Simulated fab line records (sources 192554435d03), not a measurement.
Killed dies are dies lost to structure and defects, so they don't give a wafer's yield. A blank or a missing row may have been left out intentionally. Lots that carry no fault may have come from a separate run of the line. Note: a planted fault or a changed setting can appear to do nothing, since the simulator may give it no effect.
fab line records	flow n5-finfet
record: lots: 7	wafers: 39
route steps=1938 shown BEOL_M8@1344 BEOL_M14@1762 PAD_METAL@1896
start-h: start of the lot's first displayed wafer, in hours after the record's first day	wait-h: time in hours since the lot's previous step	" as in the row above	L1.1+2: a single row standing in for several wafers	- no value, or no start given	* or withheld: withheld	< > ~ a bound
route shown NAME@n: a module of which the file shows steps, and the number in the route of the first	usual: mean/standard deviation taken from wafers without a fault	same: alike in all rows	chamber/n: place in a boat	sites: each site's reading	_std_site: the values' standard deviation	_edge_site: the outer-site mean with the inner-site mean subtracted	radius-mm: how far each site lies from the wafer's centre	mask NAME#n: copy n	behind: tool/chamber where the wafer was last shaped	hold: what put the lot on hold/how long, in hours/how the hold closed	device: the transistor (n, p or np) that didn't switch	end of line: the tests these same wafers got at the end of their route	a step with no rows: only its recipe	killed: at the first sort, the dies lost to defects and structure; wafer yield is something else	map: a wafer's dies, marking killed ones x, the rest . and places with no die _
set.NAME: the run value of the setting; set.NAME@STEP: its run value at that earlier step	model.NAME: the simulator's own value behind a step, which no gauge read
one table per step and one row per wafer, for lots whose settings were changed on purpose
== steps ==
step: N5_BEOL_M8_DEVELOP_10
recipe: develop-time-s: 30	developer: TMAH	resist: CAR-ArF	rinse-liquid: diw	dry: air-spin	dev-temp-c: 23
lot.wafer	tool	chamber	start-h	wait-h	set.develop-time-s	model.CAR-ArF_of_BEOL_M8_COAT_05.thk-nm
L074.1	litho-track-05	0	-	-	30	88.2
L074.2	"	0	"	"	12.06	88.8
L074.3+6	"	0	"	"	12.06	89
L074.4+5	"	0	"	"	30	88.4
L076.1	litho-track-01	0	-	-	30	88.4
L076.3	"	0	"	"	30	88.2
L076.4	"	0	"	"	30	88.6
L077.1+2	litho-track-01	0	-	-	30	88.6
L077.3+4+6	"	0	"	"	20.81	89
L077.5	"	0	"	"	30	88.4
L084.1+4	litho-track-01	0	-	-	30	88.6
L084.2	"	0	"	"	30	88.8
L084.3	"	0	"	"	46.21	88.4
L084.5	"	0	"	"	46.21	88
L084.6	"	0	"	"	46.21	88.2
L086.1	litho-track-01	0	-	-	30	88.4
L086.2	"	0	"	"	45.35	87.6
L086.3+6	"	0	"	"	30	88.2
L086.4+5	"	0	"	"	45.35	88
L088.1	litho-track-01	0	-	-	30	88
L088.2	"	0	"	"	30	88.4
L088.3+6	"	0	"	"	15.47	89
L088.4	"	0	"	"	30	88.2
L088.5	"	0	"	"	15.47	88.8
L091.1+3	litho-track-05	0	-	-	38.41	88.2
L091.2	"	0	"	"	30	88.8
L091.4+6	"	0	"	"	30	88.6
L091.5	"	0	"	"	38.41	88.6
step: N5_BEOL_M8_CD_MEAS_11
recipe: target-cd-nm: 38.5	landing-energy-ev: 500	detector: se-inlens	polarity: opening
usual: cd-nm: 38.2/0.56
lot.wafer	tool	chamber	start-h	wait-h	set.develop-time-s@BEOL_M8_DEVELOP_10	cd-nm
L074.1	cd-sem-02	0	204.37	-	30	38.7
L074.2	"	0	"	"	12.06	35.2
L074.3	"	0	"	"	12.06	35.7
L074.4	"	0	"	"	30	38.5
L074.5	"	0	"	"	30	38.9
L074.6	"	0	"	"	12.06	34.7
L076.1	cd-sem-01	0	208.49	-	30	38.8
L076.3	"	0	"	"	30	39.2
L076.4	"	0	"	"	30	38.9
L077.1	cd-sem-01	0	224.02	-	30	38.4
L077.2	"	0	"	"	30	37.9
L077.3	"	0	"	"	20.81	37.1
L077.4	"	0	"	"	20.81	36.6
L077.5	"	0	"	"	30	37.8
L077.6	"	0	"	"	20.81	37.1
L084.1	cd-sem-01	0	274.83	-	30	38.4
L084.2	"	0	"	"	30	38.4
L084.3	"	0	"	"	46.21	40.0
L084.4	"	0	"	"	30	38.6
L084.5	"	0	"	"	46.21	39.5
L084.6	"	0	"	"	46.21	39.8
L086.1	cd-sem-03	0	282.81	-	30	38.6
L086.2	"	0	"	"	45.35	39.3
L086.3	"	0	"	"	30	38.4
L086.4	"	0	"	"	45.35	39.6
L086.5	"	0	"	"	45.35	40.0
L086.6	"	0	"	"	30	38.4
L088.1	cd-sem-01	0	289.57	-	30	38.0
L088.2	"	0	"	"	30	38.7
L088.3	"	0	"	"	15.47	35.5
L088.4	"	0	"	"	30	39.1
L088.5	"	0	"	"	15.47	36.2
L088.6	"	0	"	"	15.47	35.7
L091.1	cd-sem-02	0	312.13	-	38.41	39.4
L091.2	"	0	"	"	30	38.9
L091.3	"	0	"	"	38.41	39.6
L091.4	"	0	"	"	30	39.2
L091.5	"	0	"	"	38.41	39.7
L091.6	"	0	"	"	30	38.8
step: N5_BEOL_M8_DESCUM_16
recipe: chemistry: O2	time-s: 7.9	source-power-w: 50	bias-power-w: 20	pressure-mtorr: 20	rf-frequency-hz: 2.712e+07	temp-c: 40	resist: CAR-ArF	o2-flow-sccm: 225
step: N5_BEOL_M8_ETCH_61
recipe: chemistry: CF4	target: SiARC	target-depth-a: 455	mask-material: CAR-ArF	time-s: 75.8	ion-energy-ev: 80	pressure-mtorr: 40	source-w: 545	bias-w: 36	Ar_flow_sccm: 100	cf4-flow-sccm: 100	ends: cleared
lot.wafer	tool	chamber	start-h	wait-h	set.develop-time-s@BEOL_M8_DEVELOP_10	model.BEOL_M8.cd-offset-nm
L074.1	rie-diel-01	0	204.50	0.0	30	0.2
L074.2	"	1	"	"	12.06	-3.2
L074.3	"	3	"	"	12.06	-2.4
L074.4	"	2	"	"	30	0.4
L074.5	"	1	"	"	30	0.8
L074.6	"	2	"	"	12.06	-3.6
L076.1+3	rie-diel-04	3,1	208.61	0.0	30	1
L076.4	"	3	"	"	30	0.4
L077.1+2	rie-diel-04	3,1	224.98	0.0	30	0
L077.3	"	0	"	"	20.81	-1
L077.4	"	2	"	"	20.81	-1.8
L077.5	"	2	"	"	30	-0.6
L077.6	"	3	"	"	20.81	-1.6
L084.1	rie-diel-04	0	275.02	0.0	30	0
L084.2	"	2	"	"	30	-0.8
L084.3	"	1	"	"	46.21	2
L084.4	"	3	"	"	30	-0.2
L084.5+6	"	1,0	"	"	46.21	1
L086.1	rie-diel-04	0	282.94	0.0	30	0.2
L086.2	"	3	"	"	45.35	1
L086.3	"	2	"	"	30	-0.4
L086.4	"	1	"	"	45.35	1.8
L086.5	"	2	"	"	45.35	1.6
L086.6	"	3	"	"	30	0
L088.1	rie-diel-04	0	289.75	0.0	30	-0.8
L088.2+4	"	1,2	"	"	30	0.2
L088.3+6	"	3,1	"	"	15.47	-2.6
L088.5	"	2	"	"	15.47	-2.8
L091.1	rie-diel-03	0	312.26	0.0	38.41	1
L091.2	"	1	"	"	30	0.2
L091.3	"	2	"	"	38.41	1.4
L091.4	"	3	"	"	30	0.8
L091.5	"	1	"	"	38.41	0.8
L091.6	"	2	"	"	30	0.4
step: N5_BEOL_M8_ETCH_62
recipe: chemistry: N2/H2	target: SOC	target-depth-a: 1100	overetch-a: 220	mask-material: SiARC	temp-c: 40	time-s: 165	ion-energy-ev: 200	pressure-mtorr: 30	source-w: 840	bias-w: 150	n2-flow-sccm: 200	h2-flow-sccm: 200
lot.wafer	tool	chamber	start-h	wait-h	set.develop-time-s@BEOL_M8_DEVELOP_10	model.BEOL_M8.cd-offset-nm
L074.1	rie-diel-01	0	204.55	0.0	30	0.2
L074.2	"	1	"	"	12.06	-3.4
L074.3	"	3	"	"	12.06	-2.6
L074.4	"	2	"	"	30	0.6
L074.5	"	1	"	"	30	0.8
L074.6	"	2	"	"	12.06	-3.2
L076.1	rie-diel-04	3	208.67	0.0	30	0.6
L076.3	"	1	"	"	30	0.4
L076.4	"	3	"	"	30	0
L077.1+2	rie-diel-04	3,1	225.04	0.0	30	-0.2
L077.3	"	0	"	"	20.81	-0.8
L077.4	"	2	"	"	20.81	-1.6
L077.5	"	2	"	"	30	-0.6
L077.6	"	3	"	"	20.81	-1.8
L084.1	rie-diel-04	0	275.08	0.0	30	0.2
L084.2	"	2	"	"	30	-0.8
L084.3	"	1	"	"	46.21	1.6
L084.4	"	3	"	"	30	0
L084.5	"	1	"	"	46.21	0.8
L084.6	"	0	"	"	46.21	1
L086.1	rie-diel-04	0	282.99	0.0	30	0.2
L086.2	"	3	"	"	45.35	1.2
L086.3	"	2	"	"	30	-0.4
L086.4	"	1	"	"	45.35	1.4
L086.5	"	2	"	"	45.35	1.6
L086.6	"	3	"	"	30	0
L088.1	rie-diel-04	0	289.81	0.0	30	-0.8
L088.2+4	"	1,2	"	"	30	0
L088.3	"	3	"	"	15.47	-2.6
L088.5+6	"	2,1	"	"	15.47	-2.8
L091.1	rie-diel-03	0	312.32	0.0	38.41	0.6
L091.2	"	1	"	"	30	0.4
L091.3	"	2	"	"	38.41	1.2
L091.4	"	3	"	"	30	0.8
L091.5	"	1	"	"	38.41	0.8
L091.6	"	2	"	"	30	0.2
step: N5_BEOL_M8_STRIP_68
recipe: chemistry: N2/H2	temp-c: 40	n2-flow-sccm: 200	h2-flow-sccm: 200	rf-frequency-hz: 6e+07
step: N5_BEOL_M8_STRIP_67
recipe: chemistry: CF4	resist: SiARC	power-w: 300	bias-power-w: 75	pressure-mtorr: 50	cf4-flow-sccm: 150	rf-frequency-hz: 6e+07
step: N5_BEOL_M8_HM_OPEN_17
recipe: chemistry: Cl2/BCl3	target-depth-a: 200	overetch-a: 60	target: TiN	mask-material: SOC	ion-energy-ev: 150	pressure-mtorr: 10	icp-w: 1000	bias-w: 126	Cl2_flow_sccm: 53.25	bcl3-flow-sccm: 21.75	Ar_flow_sccm: 25
step: N5_BEOL_M8_STRIP_19
recipe: chemistry: O2	power-w: 400	temp-c: 40	pressure-mtorr: 30	rf-frequency-hz: 6e+07	bias-power-w: 0	overash-fraction: 0.2	o2-flow-sccm: 225
step: N5_BEOL_M8_CD_MEAS_18
recipe: pitch-nm: 80	target-cd-nm: 40
usual: cd-nm: 39.7/0.6
lot.wafer	tool	chamber	start-h	wait-h	set.develop-time-s@BEOL_M8_DEVELOP_10	cd-nm
L074.1	cd-sem-03	-	204.99	0.0	30	39.8
L074.2	"	-	"	"	12.06	36.6
L074.3	"	-	"	"	12.06	37.5
L074.4	"	-	"	"	30	40.6
L074.5	"	-	"	"	30	40.5
L074.6	"	-	"	"	12.06	36.8
L076.1	cd-sem-03	-	209.13	0.0	30	40.3
L076.3	"	-	"	"	30	40.1
L076.4	"	-	"	"	30	40.0
L077.1	cd-sem-03	-	225.43	0.0	30	40.0
L077.2	"	-	"	"	30	39.9
L077.3	"	-	"	"	20.81	39.6
L077.4	"	-	"	"	20.81	38.3
L077.5	"	-	"	"	30	39.6
L077.6	"	-	"	"	20.81	38.4
L084.1	cd-sem-01	-	275.56	0.0	30	40.5
L084.2	"	-	"	"	30	39.3
L084.3	"	-	"	"	46.21	42.0
L084.4	"	-	"	"	30	40.3
L084.5	"	-	"	"	46.21	40.5
L084.6	"	-	"	"	46.21	41.1
L086.1	cd-sem-03	-	283.36	0.0	30	40.4
L086.2	"	-	"	"	45.35	41.4
L086.3	"	-	"	"	30	39.5
L086.4	"	-	"	"	45.35	41.5
L086.5	"	-	"	"	45.35	41.4
L086.6	"	-	"	"	30	40.0
L088.1	cd-sem-01	-	290.19	0.1	30	39.2
L088.2	"	-	"	"	30	40.0
L088.3	"	-	"	"	15.47	37.5
L088.4	"	-	"	"	30	40.4
L088.5	"	-	"	"	15.47	37.4
L088.6	"	-	"	"	15.47	37.1
L091.1	cd-sem-03	-	312.69	0.0	38.41	40.4
L091.2	"	-	"	"	30	40.5
L091.3	"	-	"	"	38.41	41.6
L091.4	"	-	"	"	30	40.5
L091.5	"	-	"	"	38.41	41.1
L091.6	"	-	"	"	30	39.7
step: N5_BEOL_M8_COAT_63
recipe: resist: SOC	temp-c: 250	time-s: 60	spin-rpm: 1500	resist-thk-nm: 60
step: N5_BEOL_M8_COAT_64
recipe: resist: SiARC	temp-c: 220	time-s: 60	spin-rpm: 1500	resist-thk-nm: 12
step: N5_BEOL_M8_PRECLEAN_42
recipe: chemistry: residue-remover	time-s: 60	temp-c: 40
step: N5_BEOL_M8_SRD_43
recipe: time-s: 30	temp-c: 23	rinse-liquid: diw	dry: ipa-marangoni
step: N5_BEOL_M8_CD_MEAS_35
recipe: target-cd-nm: 40	polarity: opening
usual: cd-nm: 39.7/0.62
lot.wafer	tool	chamber	start-h	wait-h	set.develop-time-s@BEOL_M8_DEVELOP_10	cd-nm
L074.1	cd-sem-02	-	208.46	0.0	30	39.7
L074.2	"	-	"	"	12.06	36.8
L074.3	"	-	"	"	12.06	37.5
L074.4	"	-	"	"	30	40.0
L074.5	"	-	"	"	30	40.7
L074.6	"	-	"	"	12.06	36.9
L076.1	cd-sem-02	-	212.38	0.0	30	40.4
L076.3	"	-	"	"	30	40.2
L076.4	"	-	"	"	30	39.9
L077.1	cd-sem-03	-	226.45	0.0	30	39.7
L077.2	"	-	"	"	30	40.1
L077.3	"	-	"	"	20.81	39.2
L077.4	"	-	"	"	20.81	38.9
L077.5	"	-	"	"	30	39.3
L077.6	"	-	"	"	20.81	38.4
L084.1	cd-sem-02	-	277.81	0.0	30	40.0
L084.2	"	-	"	"	30	39.2
L084.3	"	-	"	"	46.21	41.9
L084.4	"	-	"	"	30	40.1
L084.5	"	-	"	"	46.21	40.9
L084.6	"	-	"	"	46.21	40.9
L086.1	cd-sem-02	-	284.38	0.0	30	40.0
L086.2	"	-	"	"	45.35	41.3
L086.3	"	-	"	"	30	39.5
L086.4	"	-	"	"	45.35	41.7
L086.5	"	-	"	"	45.35	41.9
L086.6	"	-	"	"	30	40.0
L088.1	cd-sem-02	-	292.15	0.0	30	39.1
L088.2	"	-	"	"	30	39.8
L088.3	"	-	"	"	15.47	37.8
L088.4	"	-	"	"	30	40.1
L088.5	"	-	"	"	15.47	37.2
L088.6	"	-	"	"	15.47	37.3
L091.1	cd-sem-01	-	318.31	0.0	38.41	40.8
L091.2	"	-	"	"	30	40.5
L091.3	"	-	"	"	38.41	41.6
L091.4	"	-	"	"	30	40.7
L091.5	"	-	"	"	38.41	41.0
L091.6	"	-	"	"	30	40.2
step: N5_BEOL_M14_SPUTTER_43
recipe: material: TaN	target-thk-a: 150	temp-c: 50	bias-v: 168.6	power-w: 15000	chamber-pressure-pa: 0.12	time-s: 24.19
lot.wafer	tool	chamber	start-h	wait-h	set.target-thk-a	model.TaN_of_BEOL_M14_SPUTTER_43.thk-nm
L076.1+3+4	pvd-sputter-01	-	252.92	0.0	150	15.2
L074.1+4+5	pvd-sputter-02	-	253.01	0.0	150	15
L074.2+3+6	"	-	"	"	150	15.2
L077.1+5+6	pvd-sputter-03	-	267.20	0.0	150	15.2
L077.2+3+4	"	-	"	"	60.61	6.2
L084.1	pvd-sputter-03	-	326.42	0.0	236.6	23.6
L084.2	"	-	"	"	236.6	23.4
L084.3+5	"	-	"	"	150	15
L084.4	"	-	"	"	150	14.8
L084.6	"	-	"	"	236.6	23.8
L086.1+5	pvd-sputter-01	-	326.99	0.0	150	15
L086.2	"	-	"	"	121.8	12.2
L086.3	"	-	"	"	150	15.2
L086.4+6	"	-	"	"	121.8	12
L088.1+3	pvd-sputter-01	-	340.62	0.0	150	15
L088.2	"	-	"	"	78.11	7.6
L088.4	"	-	"	"	150	15.2
L088.5	"	-	"	"	78.11	8
L088.6	"	-	"	"	78.11	7.8
L091.1	pvd-sputter-03	-	356.57	0.0	207.1	20.8
L091.2	"	-	"	"	150	14.8
L091.3+6	"	-	"	"	150	15
L091.4+5	"	-	"	"	207.1	20.6
step: N5_BEOL_M14_SPUTTER_44
recipe: material: Ta	target-thk-a: 150	temp-c: 50	bias-v: 80	power-w: 15000	chamber-pressure-pa: 0.07	time-s: 24.19
step: N5_BEOL_M14_SPUTTER_45
recipe: material: Cu	target-thk-a: 1000	temp-c: -20	bias-v: 60	power-w: 26000	chamber-pressure-pa: 0.13	time-s: 16.67
step: N5_BEOL_M14_ECD_47
recipe: material: Cu	target-thk-a: 12480
step: N5_BEOL_M14_ANNEAL_48
recipe: temp-c: 225	time-s: 90	ambient: N2
step: N5_BEOL_M14_CMP_49
recipe: stop-on: SiO2	t-overpolish-s: 5.2	down-force-psi: 2	platen-rpm: 80	clearing-platen-down-force-psi: 2	clearing-platen-rpm: 80	post-cmp-clean: cu-alkaline	target-thk-nm: 560	clearing-platen-pad-velocity-m-s: 1.5917	pad-velocity-m-s: 1.5917
usual: barrier-field-endpoint-s: 11.49/0.26
lot.wafer	tool	chamber	start-h	wait-h	set.target-thk-a@BEOL_M14_SPUTTER_43	barrier-field-endpoint-s
L076.1	cmp-04	1	253.69	0.3	150	11.69
L076.3	"	2	"	"	150	11.76
L076.4	"	0	"	"	150	11.87
L074.2	cmp-04	3	254.23	0.2	150	10.98
L074.1	"	0	"	"	150	11.45
L074.4	"	1	"	"	150	11.31
L074.3	"	2	"	"	150	11.53
L074.5	"	3	"	"	150	11.20
L074.6	"	0	"	"	150	11.68
L077.4	cmp-02	0	268.30	0.1	60.61	8.29
L077.3	"	1	"	"	60.61	8.13
L077.2	"	2	"	"	60.61	8.52
L077.1	"	3	"	"	150	11.59
L077.6	"	0	"	"	150	11.83
L077.5	"	1	"	"	150	11.91
L084.1	cmp-02	3	327.18	0.3	236.6	14.50
L084.3	"	0	"	"	150	11.48
L084.4	"	1	"	"	150	11.46
L084.2	"	2	"	"	236.6	14.62
L084.5	"	3	"	"	150	11.08
L084.6	"	0	"	"	236.6	14.47
L086.2	cmp-04	1	327.76	0.2	121.8	10.34
L086.4	"	2	"	"	121.8	10.39
L086.3	"	3	"	"	150	11.41
L086.1	"	0	"	"	150	11.10
L086.6	"	1	"	"	121.8	10.29
L086.5	"	2	"	"	150	11.57
L088.1	cmp-02	1	342.02	0.4	150	11.38
L088.3	"	2	"	"	150	11.70
L088.4	"	3	"	"	150	11.16
L088.2	"	0	"	"	78.11	8.67
L088.6	"	1	"	"	78.11	8.44
L088.5	"	2	"	"	78.11	8.91
L091.4	cmp-02	0	357.34	0.1	207.1	13.28
L091.3	"	1	"	"	150	11.18
L091.1	"	2	"	"	207.1	13.48
L091.2	"	3	"	"	150	11.26
L091.5	"	0	"	"	207.1	13.28
L091.6	"	1	"	"	150	11.00
step: N5_PASSIVATION_AL_DEP_21
recipe: material: Al	target-thk-a: 28000	temp-c: 400	time-s: 170	power-w: 30000	chamber-pressure-pa: 0.4	gas: Ar
lot.wafer	tool	chamber	start-h	wait-h	set.time-s	model.Al_of_PASSIVATION_AL_DEP_21.thk-nm
L074.1	pvd-sputter-02	-	271.72	0.1	170	2766
L074.2	"	-	"	"	170	2728
L074.3	"	-	"	"	170	2761
L074.4	"	-	"	"	170	2769
L074.5	"	-	"	"	170	2770
L074.6	"	-	"	"	170	2738
L076.1	pvd-sputter-01	-	273.30	0.1	170	2830
L076.3	"	-	"	"	170	2848
L076.4	"	-	"	"	170	2834
L077.1	pvd-sputter-02	-	283.37	0.1	86.72	1471
L077.2	"	-	"	"	170	2824
L077.3	"	-	"	"	86.72	1422
L077.4	"	-	"	"	86.72	1452
L077.5	"	-	"	"	170	2795
L077.6	"	-	"	"	170	2819
L084.1	pvd-sputter-03	-	340.51	0.1	196.1	3184
L084.2	"	-	"	"	170	2815
L084.3	"	-	"	"	170	2797
L084.4	"	-	"	"	196.1	3241
L084.5	"	-	"	"	196.1	3201
L084.6	"	-	"	"	170	2766
L086.1	pvd-sputter-02	-	343.41	0.1	170	2791
L086.2	"	-	"	"	227.5	3771
L086.3	"	-	"	"	227.5	3768
L086.4	"	-	"	"	170	2802
L086.5	"	-	"	"	170	2801
L086.6	"	-	"	"	227.5	3739
L088.1	pvd-sputter-03	-	356.25	0.1	170	2784
L088.2	"	-	"	"	170	2805
L088.3	"	-	"	"	170	2831
L088.4+5	"	-	"	"	110.3	1862
L088.6	"	-	"	"	110.3	1871
L091.1	pvd-sputter-02	-	373.19	0.1	249.4	4094
L091.2	"	-	"	"	170	2777
L091.3	"	-	"	"	170	2776
L091.4	"	-	"	"	170	2780
L091.5	"	-	"	"	249.4	4105
L091.6	"	-	"	"	249.4	4087
== key ==
split: step: N5_BEOL_M8_DEVELOP_10	setting: develop-time-s	stated: 30	by: wafer
response: step: N5_BEOL_M8_DEVELOP_10	reading: model.CAR-ArF_of_BEOL_M8_COAT_05.thk-nm	change: -0.0107	per: 1%	r: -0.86
response: step: N5_BEOL_M8_CD_MEAS_11	reading: cd-nm	change: +0.0402	per: 1%	r: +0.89
response: step: N5_BEOL_M8_ETCH_61	reading: model.BEOL_M8.cd-offset-nm	change: +0.0423	per: 1%	r: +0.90
response: step: N5_BEOL_M8_ETCH_62	reading: model.BEOL_M8.cd-offset-nm	change: +0.0399	per: 1%	r: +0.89
response: step: N5_BEOL_M8_CD_MEAS_18	reading: cd-nm	change: +0.0394	per: 1%	r: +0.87
response: step: N5_BEOL_M8_CD_MEAS_35	reading: cd-nm	change: +0.0386	per: 1%	r: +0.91
split: step: N5_BEOL_M14_SPUTTER_43	setting: target-thk-a	stated: 150	by: wafer
response: step: N5_BEOL_M14_SPUTTER_43	reading: model.TaN_of_BEOL_M14_SPUTTER_43.thk-nm	change: +0.151	per: 1%	r: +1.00
response: step: N5_BEOL_M14_CMP_49	reading: barrier-field-endpoint-s	change: +0.0569	per: 1%	r: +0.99
split: step: N5_PASSIVATION_AL_DEP_21	setting: time-s	stated: 170	by: wafer
response: step: N5_PASSIVATION_AL_DEP_21	reading: model.Al_of_PASSIVATION_AL_DEP_21.thk-nm	change: +27.8	per: 1%	r: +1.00
